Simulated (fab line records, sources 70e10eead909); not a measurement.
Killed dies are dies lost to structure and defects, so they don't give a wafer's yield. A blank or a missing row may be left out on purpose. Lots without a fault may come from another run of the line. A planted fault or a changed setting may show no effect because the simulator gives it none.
Which tool did it? | flow nand_harc | 6 lots, 18 wafers sampled, at 5 steps of a route of 1302

WHAT THE GAUGES READ, wafer by wafer
NHARC_END_SORT_01.
lot  | measured     | on        | killed_at_array
L944 | day 26 09:59 | prober-01 | 38 48 48
L951 | day 29 22:07 | prober-01 | 493 36 39

WHICH TOOL RAN EACH LOT (tool, then ch and the chambers of the sampled wafers, then the start)
lot  | NHARC_A_STAIRCASE_ETCH_21                     | NHARC_A_STAIRCASE_TRIM_191         | NHARC_A_STAIRCASE_TRIM_193                    | NHARC_A_STAIRCASE_TRIM_196
L939 | rie_diel-08 ch 0,2, day 16 09:11 or earlier   | rie_diel-04 ch 1,2,3, day 16 09:11 | rie_diel-04 ch 1,2,3, day 16 09:50 or earlier | rie_diel-04 ch 0,2,3, day 16 09:50
L944 | rie_diel-08 ch 0,1, day 18 03:38 or earlier   | rie_diel-07 ch 0,1,2, day 18 03:38 | rie_diel-07 ch 0,1,3, day 18 05:11 or earlier | rie_diel-08 ch 0,1,3, day 18 05:11
L946 | rie_diel-04 ch 0,1, day 19 13:04 or earlier   | rie_diel-08 ch 0,1,2, day 19 13:04 | rie_diel-08 ch 0,1,2, day 19 13:37 or earlier | rie_diel-07 ch 0,1, day 19 13:37
L951 | rie_diel-08 ch 0,1,3, day 21 07:24 or earlier | rie_diel-08 ch 0,2,3, day 21 07:24 | rie_diel-08 ch 0,2, day 21 07:58 or earlier   | rie_diel-08 ch 2,3, day 21 07:58
L958 | rie_diel-07 ch 1,2,3, day 23 16:55 or earlier | rie_diel-04 ch 0,2, day 23 16:55   | rie_diel-04 ch 0,2, day 23 17:58 or earlier   | rie_diel-04 ch 0,2, day 23 17:58
L961 | rie_diel-04 ch 1,3, day 25 11:37 or earlier   | rie_diel-08 ch 0,1,2, day 25 11:37 | rie_diel-08 ch 0,1, day 25 12:08 or earlier   | rie_diel-08 ch 0,3, day 25 12:08
- NHARC_A_STAIRCASE_ETCH_21: etches the open film in C4F8/O2, target depth 100 nm, time 40.5 s.
- NHARC_A_STAIRCASE_TRIM_191: chemistry O2, time 211.2 s.
- NHARC_A_STAIRCASE_TRIM_193: chemistry O2, time 211.2 s.
- NHARC_A_STAIRCASE_TRIM_196: chemistry O2, time 211.2 s.

THE ANSWER, worked out from the rows above alone
Rule: what is usual is taken from the lots themselves. Put in order of their means at a reading, lots are off if they are a third of the lots or fewer, leave a main group of 4 or more, and stand apart from it by a gap of 3 or more times the standard deviation of the main group's means; of several such gaps the widest counts. A main group whose means are all the same, to the digits that the tables above print for the reading, isn't used. A lot without any number at a reading at which 4 lots or more have one is off too. The other lots that the step has rows for count as sound.
No lot is off at any reading shown: from this, nothing can be told.

WHAT THE SIMULATOR HAD PUT IN
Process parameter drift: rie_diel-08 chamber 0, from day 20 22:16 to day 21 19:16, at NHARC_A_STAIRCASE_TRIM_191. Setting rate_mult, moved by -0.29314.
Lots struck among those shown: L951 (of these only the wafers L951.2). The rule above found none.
